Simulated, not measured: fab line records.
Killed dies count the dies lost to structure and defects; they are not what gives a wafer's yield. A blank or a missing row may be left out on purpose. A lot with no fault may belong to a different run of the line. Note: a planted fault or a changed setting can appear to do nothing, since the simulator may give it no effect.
fab line records	flow n5Finfet	part 1 of 2: steps 1 to 4 of 6
record: lots: 22	wafers: 66	lastDay: 17
route steps=1938 shown GATE_CUT@493 MOL_CONTACT_COAG@531
lots with no fault: from the same line, run without faults
startH: start of the lot's first displayed wafer, in hours after the record's first day	waitH: hours elapsed since this lot's preceding step	" as in the row above	L1.1+2: a row that stands for several wafers	- no value, or no start given	* or withheld: withheld	< > ~ a bound
route shown NAME@n: a module of which the file shows steps, and the number in the route of the first	usual: mean and standard deviation over wafers with no fault	same: alike in all rows	chamber/n: place in a boat	sites: the reading at each site	_std_site: the standard deviation of these	_edge_site: the outer-site mean with the inner-site mean subtracted	radiusMm: for every site, how far away it sits from the centre of the wafer	mask NAME#n: copy n	behind: tool/chamber where the wafer was last shaped	hold: reason for holding the lot/hours on hold/outcome of the hold	device: names the non-switching transistor (n, p or np)	end of line: at the end of the route, the tests of the same wafers	a step without rows: its recipe alone	killed: at the first sort, the dies lost to defects and structure; wafer yield is something else	map: the dies of a wafer, with x for killed, . for not killed, _ for no die there
set.NAME: the setting as run; set.NAME@STEP: as run at that earlier step	model.NAME: the simulator's own value behind a step, which no gauge read
a sample of lots followed through the steps of the route, with each step as a table and each wafer as a row
services: from which hour (startH, from the record's first day; less than 0 if before it) a tool's chamber was out of use, for how many hours, and why
== steps ==
step: N5_GATE_CUT_ETCH_37
recipe: chemistry: N2/H2	target: SOC	targetDepthA: 600	overetchA: 120	maskMaterial: SiARC	tempC: 40	timeS: 90	ionEnergyEv: 200	pressureMtorr: 30	sourceW: 840	biasW: 150	n2FlowSccm: 200	h2FlowSccm: 200
usual: drypumpMotorCurrentA: 5.8/0.5	oesProductAu: 0.69/0.067	rfVppV: 525.0/2.4	showerheadPlenumPTorr: 2.58/0.073	throttleValvePct: 17.79/0.21
lot.wafer	tool	chamber	startH	waitH	drypumpMotorCurrentA	oesProductAu	rfHoursCounterH	rfVppV	showerheadPlenumPTorr	throttleValvePct
L074.1	rieDiel-01	0	83.58	0.0	5.8	0.61	250	525.7	2.59	18.09
L074.4	"	2	"	"	5.7	0.67	163	526.7	2.66	17.54
L074.6	"	2	"	"	5.7	0.67	-	527.5	2.65	17.55
L075.1	rieDiel-03	1	92.77	0.0	6.1	0.68	140	528.8	2.66	17.83
L075.4	"	2	"	"	4.9	0.63	243	524.3	2.50	17.96
L075.6	"	3	"	"	5.9	0.66	-	525.9	2.65	18.00
L077.2	rieDiel-02	2	102.57	0.0	6.5	0.66	184	522.8	2.55	18.14
L077.3	"	1	"	"	5.8	0.69	135	524.4	2.55	17.55
L077.5	"	2	"	"	6.5	0.66	-	522.2	2.55	18.16
L078.1	rieDiel-03	3	107.24	0.0	6.0	0.66	154	525.5	2.65	18.02
L078.2	"	2	"	"	4.9	0.62	247	521.0	2.50	17.98
L078.3	"	1	"	"	6.1	0.68	145	527.1	2.66	17.82
L079.3	rieDiel-01	1	114.63	0.0	5.9	0.81	27	528.2	2.68	17.51
L079.4	"	2	"	"	5.7	0.66	175	526.2	2.65	17.55
L079.5	"	2	"	"	5.7	0.66	-	526.6	2.65	17.55
L080.2	rieDiel-01	0	120.17	0.0	5.8	0.85	6	525.8	2.59	17.68
L080.3	"	1	"	"	5.9	0.79	30	529.5	2.68	17.51
L080.6	"	1	"	"	5.9	0.79	-	528.9	2.68	17.51
L081.2	rieDiel-02	2	124.98	0.0	6.5	0.66	187	523.1	2.55	18.15
L081.3	"	1	"	"	5.8	0.69	137	523.9	2.55	17.55
L081.4	"	3	"	"	5.6	0.63	242	521.4	2.41	17.87
L082.1	rieDiel-03	0	132.34	0.0	6.7	0.70	106	524.4	2.57	17.99
L082.4	"	3	"	"	5.9	0.65	-	528.1	2.65	18.03
L082.5	"	0	"	"	6.7	0.70	-	523.3	2.57	17.98
L083.1	rieDiel-02	2	138.12	0.0	6.5	0.65	191	523.8	2.55	18.16
L083.5	"	2	"	"	6.4	0.66	-	523.0	2.55	18.17
L083.6	"	3	"	"	5.6	0.63	-	519.7	2.41	17.84
L084.1	rieDiel-02	2	145.60	0.0	6.4	0.65	194	522.1	2.55	18.16
L084.2	"	1	"	"	5.8	0.69	144	524.1	2.54	17.56
L084.4	"	3	"	"	5.6	0.63	249	518.1	2.41	17.86
L085.3	rieDiel-03	1	154.26	0.0	6.1	0.67	162	526.7	2.65	17.86
L085.4	"	3	"	"	6.0	0.65	172	527.2	2.64	18.03
L085.5	"	2	"	"	4.9	0.83	-	522.4	2.50	17.49
L087.2	rieDiel-01	0	168.01	0.0	5.8	0.81	20	525.7	2.58	17.71
L087.4	"	3	"	"	6.3	0.66	183	523.3	2.52	17.81
L087.5	"	3	"	"	6.3	0.66	-	524.7	2.52	17.79
L088.3	rieDiel-01	3	169.91	0.0	6.3	0.66	183	523.5	2.52	17.81
L088.4	"	0	"	"	5.8	0.81	21	526.8	2.58	17.70
L088.5	"	3	"	"	6.4	0.66	-	524.2	2.52	17.80
L089.1	rieDiel-03	1	175.74	0.0	6.1	0.66	168	526.6	2.65	17.88
L089.2	"	2	"	"	4.9	0.82	10	522.1	2.49	17.51
L089.6	"	2	"	"	4.9	0.81	-	524.0	2.49	17.50
L090.1	rieDiel-01	3	184.48	0.0	6.3	0.66	188	523.0	2.52	17.82
L090.4	"	1	"	"	5.9	0.78	48	528.2	2.68	17.54
L090.5	"	2	"	"	5.7	0.65	-	526.7	2.64	17.60
L091.3	rieDiel-02	3	187.00	0.0	5.6	0.88	5	528.8	2.72	17.46
L091.4	"	2	"	"	6.5	0.65	207	522.4	2.54	18.18
L091.5	"	0	"	"	5.1	0.63	-	526.3	2.60	17.86
L092.1	rieDiel-03	0	194.93	0.0	6.7	0.68	123	524.0	2.56	18.02
L092.2	"	3	"	"	6.0	0.64	182	526.0	2.64	18.06
L092.5	"	2	"	"	4.9	0.79	-	525.0	2.49	17.51
L093.3	rieDiel-03	1	205.77	0.0	6.1	0.66	174	527.9	2.64	17.90
L093.4	"	3	"	"	5.9	0.64	185	527.8	2.64	18.08
L093.6	"	0	"	"	6.7	0.69	-	524.7	2.56	18.01
L094.1	rieDiel-01	1	208.97	0.0	5.9	0.76	55	528.6	2.67	17.56
L094.4	"	2	"	"	5.7	0.64	204	525.5	2.64	17.62
L094.5	"	2	"	"	5.7	0.64	-	526.0	2.64	17.61
L095.1	rieDiel-01	2	211.53	0.0	5.7	0.64	205	526.7	2.64	17.60
L095.4	"	1	"	"	5.9	0.76	-	528.2	2.67	17.57
L095.6	"	2	"	"	5.7	0.64	-	526.7	2.64	17.60
L096.3	rieDiel-01	0	222.56	0.0	5.8	0.79	33	523.7	2.58	17.73
L096.5	"	2	"	"	5.7	0.64	-	525.7	2.64	17.62
L096.6	"	3	"	"	6.3	0.65	-	523.3	2.52	17.83
L097.1	rieDiel-02	2	224.88	0.0	6.5	0.63	219	523.2	2.54	18.20
L097.2	"	1	"	"	5.7	0.67	169	523.7	2.53	17.61
L097.5	"	0	"	"	5.1	0.62	-	525.7	2.59	17.91
step: N5_GATE_CUT_ALD_22
recipe: material: SiNx	targetThkA: 160	tempC: 400	aldPrecursorFamily: SiH2I2	aldCoReactant: N2/H2-plasma	pulseTimeS: 1	aldCycles: 320	purgeTimeS: 2	coReactantPurgeTimeS: 2	pressureTorr: 2
usual: heaterPowerW: 879/88	precursorPulseHeightRel: 1.002/0.02
lot.wafer	tool	chamber	startH	waitH	heaterPowerW	precursorPulseHeightRel
L074.1	aldSin-02	2	84.34	0.0	873	0.991
L074.4	"	3	"	"	816	1.004
L074.6	"	0	"	"	1029	1.014
L075.1	aldSin-02	3	93.53	0.0	817	0.984
L075.4	"	2	"	"	856	0.998
L075.6	"	2	"	"	865	1.014
L077.2	aldSin-03	1	103.33	0.0	765	1.020
L077.3	"	3	"	"	911	1.006
L077.5	"	2	"	"	935	0.993
L078.1	aldSin-04	3	108.00	0.0	835	1.014
L078.2	"	2	"	"	759	1.013
L078.3	"	0	"	"	915	0.991
L079.3	aldSin-02	1	115.38	0.0	840	0.973
L079.4	"	0	"	"	1036	0.987
L079.5	"	0	"	"	1025	1.006
L080.2	aldSin-03	0	120.93	0.0	934	1.030
L080.3	"	3	"	"	921	0.994
L080.6	"	0	"	"	962	1.052
L081.2	aldSin-04	0	126.03	0.3	926	1.007
L081.3	"	1	"	"	778	0.998
L081.4	"	2	"	"	771	1.032
L082.1	aldSin-02	1	133.11	0.0	885	1.034
L082.4	"	0	"	"	1077	1.008
L082.5	"	1	"	"	879	1.000
L083.1	aldSin-02	0	139.18	0.0	1041	1.041
L083.5	"	3	"	"	805	0.990
L083.6	"	2	"	"	848	1.015
L084.1	aldSin-03	1	146.67	0.0	761	0.986
L084.2	"	0	"	"	963	1.031
L084.4	"	3	"	"	897	0.977
L085.3	aldSin-02	2	155.83	0.6	861	1.021
L085.4	"	0	"	"	1044	1.046
L085.5	"	0	"	"	1057	0.999
L087.2	aldSin-03	1	168.77	0.0	773	0.956
L087.4	"	0	"	"	975	1.023
L087.5	"	1	"	"	760	0.993
L088.3	aldSin-03	3	171.09	0.1	906	1.007
L088.4	"	0	"	"	966	1.015
L088.5	"	0	"	"	942	0.998
L089.1	aldSin-04	0	176.53	0.0	970	0.989
L089.2	"	2	"	"	775	0.984
L089.6	"	2	"	"	771	0.983
L090.1	aldSin-04	0	186.35	1.1	933	0.956
L090.4	"	3	"	"	856	1.018
L090.5	"	2	"	"	771	0.993
L091.3	aldSin-04	0	189.44	1.7	949	0.982
L091.4	"	3	"	"	828	0.982
L091.5	"	1	"	"	790	0.998
L092.1	aldSin-03	0	195.68	0.0	948	0.997
L092.2	"	2	"	"	963	1.024
L092.5	"	0	"	"	934	1.013
L093.3	aldSin-02	1	206.53	0.0	836	1.008
L093.4	"	1	"	"	826	1.023
L093.6	"	2	"	"	868	0.974
L094.1	aldSin-02	2	209.76	0.1	852	0.989
L094.4	"	2	"	"	879	0.998
L094.5	"	0	"	"	1057	1.018
L095.1	aldSin-02	1	212.29	0.0	836	1.005
L095.4	"	1	"	"	848	0.996
L095.6	"	2	"	"	865	0.996
L096.3	aldSin-02	2	223.32	0.0	894	1.009
L096.5	"	3	"	"	828	1.000
L096.6	"	2	"	"	882	0.993
L097.1	aldSin-02	3	225.64	0.0	881	0.989
L097.2	"	0	"	"	1039	1.013
L097.5	"	2	"	"	874	1.023
step: N5_GATE_CUT_CMP_23
recipe: stopOn: SiO2	tOverpolishS: 23.4	postCmpClean: alkalineBrush	downForcePsi: 2.5	platenRpm: 51.8	padVelocityMS: 1.0307	targetThkNm: 16
usual: headPressurePsi: 2.500/0.0059	motorCurrentA: 9.3/1	overpolishRunS: 23.399/0.0083	retainingRingPressureFrac: 1.000/0.005	timeToEndpointS: 18.1/2.7
lot.wafer	tool	chamber	startH	waitH	headPressurePsi	motorCurrentA	overpolishRunS	retainingRingPressureFrac	timeToEndpointS
L074.4	cmp-04	2	85.87	0.8	2.499	11.6	23.414	0.994	18.7
L074.1	"	0	"	"	2.500	8.4	23.391	0.996	21.8
L074.6	"	2	"	"	2.508	11.0	23.397	1.007	21.7
L075.1	cmp-01	2	95.10	0.8	2.499	9.1	23.411	0.999	21.1
L075.4	"	3	"	"	2.494	9.3	23.389	1.001	17.0
L075.6	"	0	"	"	2.487	8.5	23.402	1.002	19.8
L077.3	cmp-01	3	104.86	0.8	2.506	9.3	23.402	1.011	14.2
L077.2	"	1	"	"	2.505	8.0	23.399	0.999	16.0
L077.5	"	2	"	"	2.502	8.7	23.397	1.003	20.6
L078.2	cmp-01	1	109.49	0.8	2.504	7.8	23.405	1.004	21.1
L078.1	"	2	"	"	2.500	8.7	23.401	1.001	20.5
L078.3	"	0	"	"	2.497	8.2	23.406	1.000	19.5
L079.3	cmp-01	2	116.90	0.8	2.496	8.9	23.412	1.005	17.5
L079.4	"	0	"	"	2.505	8.0	23.398	1.001	16.3
L079.5	"	3	"	"	2.499	9.4	23.404	0.998	12.5
L080.2	cmp-01	0	122.42	0.8	2.514	8.5	23.406	0.994	17.0
L080.3	"	1	"	"	2.503	7.8	23.396	0.997	14.7
L080.6	"	1	"	"	2.499	7.8	23.399	0.995	15.1
L081.4	cmp-02	1	127.52	0.8	2.503	9.4	23.414	0.990	12.9
L081.2	"	3	"	"	2.495	9.5	23.398	1.002	19.7
L081.3	"	0	"	"	2.498	10.8	23.406	1.004	16.1
L082.1	cmp-02	0	134.60	0.8	2.493	10.4	23.386	1.001	16.9
L082.4	"	2	"	"	2.500	8.7	23.403	0.994	8.5
L082.5	"	0	"	"	2.495	10.0	23.400	1.013	15.5
L083.1	cmp-02	2	140.71	0.8	2.517	9.1	23.381	0.993	14.1
L083.6	"	1	"	"	2.498	10.0	23.381	1.001	15.0
L083.5	"	2	"	"	2.503	9.4	23.400	0.995	13.5
L084.4	cmp-02	0	148.19	0.8	2.497	10.8	23.386	1.010	20.4
L084.1	"	1	"	"	2.500	9.2	23.405	0.999	17.5
L084.2	"	2	"	"	2.504	9.0	23.397	1.005	15.4
L085.3	cmp-02	1	157.36	0.8	2.501	9.5	23.401	0.991	19.0
L085.4	"	3	"	"	2.497	10.0	23.401	1.006	20.5
L085.5	"	0	"	"	2.500	10.5	23.396	1.001	20.9
L087.4	cmp-04	3	170.26	0.8	2.504	8.2	23.401	0.998	22.7
L087.2	"	0	"	"	2.493	8.7	23.378	0.994	19.5
L087.5	"	0	"	"	2.499	8.9	23.394	0.999	20.4
L088.4	cmp-01	0	172.62	0.8	2.502	8.4	23.405	1.000	18.9
L088.3	"	2	"	"	2.487	9.4	23.393	1.006	20.5
L088.5	"	3	"	"	2.491	9.5	23.403	0.993	16.1
L089.2	cmp-04	0	178.06	0.8	2.493	9.0	23.400	1.005	18.0
L089.1	"	1	"	"	2.490	11.0	23.411	0.999	19.0
L089.6	"	3	"	"	2.492	8.4	23.404	0.998	21.7
L090.1	cmp-02	2	187.84	0.8	2.496	8.7	23.399	1.000	15.6
L090.4	"	3	"	"	2.506	10.0	23.395	0.993	21.9
L090.5	"	3	"	"	2.503	10.5	23.386	0.999	20.7
L091.3	cmp-04	2	190.97	0.8	2.506	10.7	23.403	1.003	20.3
L091.4	"	0	"	"	2.495	8.7	23.387	1.004	18.4
L091.5	"	2	"	"	2.499	11.6	23.405	0.998	21.6
L092.2	cmp-02	1	197.19	0.8	2.507	9.7	23.400	1.004	19.4
L092.1	"	0	"	"	2.504	9.9	23.395	1.004	20.3
L092.5	"	2	"	"	2.503	9.2	23.393	1.004	17.3
L093.3	cmp-02	1	208.06	0.8	2.509	9.9	23.400	1.003	18.5
L093.4	"	2	"	"	2.505	9.1	23.401	1.011	14.1
L093.6	"	1	"	"	2.512	9.3	23.411	0.990	16.1
L094.1	cmp-04	0	211.33	0.8	2.500	9.3	23.380	1.002	20.7
L094.4	"	1	"	"	2.497	11.3	23.406	1.008	19.3
L094.5	"	2	"	"	2.499	11.4	23.407	0.999	19.5
L095.4	cmp-01	0	213.78	0.0	2.506	8.7	23.391	1.001	15.7
L095.1	"	3	"	"	2.495	9.3	23.398	1.004	14.3
L095.6	"	1	"	"	2.506	8.2	23.408	1.004	15.8
L096.3	cmp-01	2	224.92	0.9	2.505	9.0	23.408	0.999	18.1
L096.5	"	3	"	"	2.499	9.1	23.399	1.004	13.3
L096.6	"	0	"	"	2.489	8.4	23.382	0.997	15.7
L097.2	cmp-01	2	227.29	0.9	2.496	9.1	23.387	0.997	19.7
L097.1	"	3	"	"	2.503	9.1	23.396	0.997	18.3
L097.5	"	2	"	"	2.493	9.3	23.388	1.000	17.7
step: N5_MOL_CONTACT_COAG_ETCH_105
recipe: chemistry: CF4	target: SiARC	targetDepthA: 156	maskMaterial: CAR-EUV	timeS: 26	ionEnergyEv: 80	pressureMtorr: 40	sourceW: 545	biasW: 36	Ar_flow_sccm: 100	cf4FlowSccm: 100	ends: cleared
usual: drypumpMotorCurrentA: 5.4/0.48	etchRfOnTimeS: 25.9/0.66	oesProductAu: 0.66/0.065	rfVppV: 184.0/1.3	showerheadPlenumPTorr: 2.13/0.075	throttleValvePct: 15.68/0.19
lot.wafer	tool	chamber	startH	waitH	drypumpMotorCurrentA	etchRfOnTimeS	oesProductAu	rfHoursCounterH	rfVppV	showerheadPlenumPTorr	throttleValvePct
L074.1	rieDiel-04	0	87.40	0.0	5.7	26.9	0.60	184	186.4	2.21	15.58
L074.4	"	3	"	"	5.0	25.5	0.69	-	184.9	2.16	15.69
L074.6	"	0	"	"	5.8	27.0	0.60	-	185.6	2.21	15.58
L075.1	rieDiel-06	2	96.66	0.0	5.3	25.3	0.65	151	185.2	2.13	15.73
L075.4	"	0	"	"	4.8	25.9	0.66	124	182.7	2.07	15.56
L075.6	"	2	"	"	5.3	25.3	0.66	-	183.6	2.13	15.72
L077.2	rieDiel-04	0	106.48	0.0	5.7	27.0	0.60	191	184.9	2.21	15.60
L077.3	"	1	"	"	5.9	26.1	0.65	155	182.0	2.04	15.44
L077.5	"	1	"	"	5.9	26.2	0.65	-	182.0	2.04	15.44
L078.1	rieDiel-06	2	111.00	0.0	5.3	25.3	0.65	156	184.3	2.13	15.73
L078.2	"	1	"	"	5.6	25.1	0.65	167	184.6	2.14	15.92
L078.3	"	0	"	"	4.8	25.8	0.67	129	184.5	2.07	15.57
L079.3	rieDiel-05	1	118.75	0.0	5.1	26.0	0.79	17	184.9	2.11	15.43
L079.4	"	0	"	"	5.9	25.4	0.67	101	185.5	2.26	15.90
L079.5	"	3	"	"	6.4	26.9	0.59	-	184.8	2.04	15.72
L080.2	rieDiel-05	0	124.06	0.0	5.9	24.9	0.68	104	185.7	2.26	15.90
L080.3	"	3	"	"	6.4	26.6	0.59	216	183.9	2.04	15.71
L080.6	"	2	"	"	5.4	26.3	0.77	-	184.9	2.25	15.27
L081.2	rieDiel-04	1	129.16	0.0	5.9	25.8	0.65	163	182.6	2.04	15.43
L081.3	"	0	"	"	5.8	26.7	0.59	199	185.2	2.20	15.61
L081.4	"	3	"	"	5.0	25.1	0.68	111	185.0	2.16	15.74
L082.1	rieDiel-06	3	136.10	0.0	4.8	26.0	0.59	253	182.8	2.03	15.90
L082.4	"	2	"	"	5.3	25.3	0.64	-	183.6	2.12	15.75
L082.5	"	0	"	"	4.8	25.8	0.66	-	183.3	2.07	15.59
L083.1	rieDiel-04	2	142.19	0.0	6.3	25.4	0.75	46	183.6	2.10	15.74
L083.5	"	1	"	"	5.9	26.3	0.64	-	182.4	2.04	15.45
L083.6	"	2	"	"	6.3	25.3	0.76	-	183.0	2.10	15.72
L084.1	rieDiel-06	1	149.68	0.0	5.6	25.5	0.64	175	184.2	2.14	15.94
L084.2	"	2	"	"	5.3	25.7	0.64	173	185.7	2.12	15.75
L084.4	"	0	"	"	4.8	26.2	0.65	-	183.5	2.06	15.62
L085.3	rieDiel-06	1	158.97	0.0	5.6	25.2	0.64	178	183.2	2.14	15.95
L085.4	"	2	"	"	5.3	25.4	0.63	-	184.2	2.12	15.76
L085.5	"	0	"	"	4.8	25.8	0.65	-	183.1	2.06	15.63
L087.2	rieDiel-06	1	171.87	0.0	5.6	25.7	0.63	185	184.0	2.14	15.96
L087.4	"	2	"	"	5.3	25.7	0.63	-	182.3	2.12	15.78
L087.5	"	1	"	"	5.6	25.6	0.64	-	185.4	2.14	15.96
L088.3	rieDiel-06	1	174.73	0.0	5.6	25.3	0.63	186	184.5	2.14	15.96
L088.4	"	0	"	"	4.8	25.7	0.65	156	182.5	2.06	15.64
L088.5	"	1	"	"	5.6	25.1	0.63	-	184.7	2.14	15.95
L089.1	rieDiel-04	0	179.53	0.0	5.8	26.8	0.58	214	186.1	2.20	15.65
L089.2	"	3	"	"	5.1	25.3	0.66	126	184.6	2.15	15.73
L089.6	"	1	"	"	5.9	26.3	0.64	-	183.1	2.04	15.46
L090.1	rieDiel-05	1	189.35	0.0	5.1	26.2	0.75	43	184.6	2.10	15.49
L090.4	"	0	"	"	5.9	25.3	0.65	125	184.5	2.25	15.94
L090.5	"	1	"	"	5.1	26.3	0.75	-	182.4	2.10	15.49
L091.3	rieDiel-06	2	192.45	0.0	5.3	25.5	0.63	189	183.6	2.12	15.80
L091.4	"	3	"	"	4.9	25.2	0.85	6	185.9	2.28	15.43
L091.5	"	2	"	"	5.3	25.5	0.63	-	184.8	2.12	15.79
L092.1	rieDiel-06	0	198.93	0.0	4.8	25.9	0.65	163	183.3	2.06	15.66
L092.2	"	3	"	"	4.9	25.1	0.84	8	185.9	2.28	15.45
L092.5	"	2	"	"	5.3	25.1	0.63	-	184.9	2.12	15.79
L093.3	rieDiel-05	3	209.66	0.0	6.4	27.3	0.56	244	183.4	2.03	15.77
L093.4	"	0	"	"	5.9	25.3	0.64	133	184.4	2.25	15.97
L093.6	"	3	"	"	6.4	27.2	0.56	-	183.7	2.03	15.75
L094.1	rieDiel-05	2	212.76	0.0	5.4	26.9	0.72	62	185.5	2.24	15.34
L094.4	"	0	"	"	5.9	25.2	0.65	134	186.4	2.25	15.98
L094.5	"	0	"	"	5.9	25.2	0.64	-	185.7	2.25	15.96
L095.1	rieDiel-06	2	215.42	0.0	5.3	25.5	0.62	197	183.9	2.11	15.80
L095.4	"	1	"	"	5.6	25.9	0.62	199	181.4	2.13	15.97
L095.6	"	0	"	"	4.8	26.6	0.62	-	183.5	2.06	15.67
L096.3	rieDiel-05	0	227.30	0.0	5.9	25.1	0.64	138	185.3	2.25	15.98
L096.5	"	0	"	"	5.9	25.1	0.64	-	187.3	2.25	15.96
L096.6	"	2	"	"	5.4	26.8	0.72	-	184.7	2.24	15.34
L097.1	rieDiel-06	2	228.89	0.0	5.3	25.5	0.62	201	183.0	2.11	15.82
L097.2	"	0	"	"	4.8	26.0	0.63	174	182.8	2.06	15.67
L097.5	"	0	"	"	4.8	26.0	0.63	-	182.4	2.06	15.68
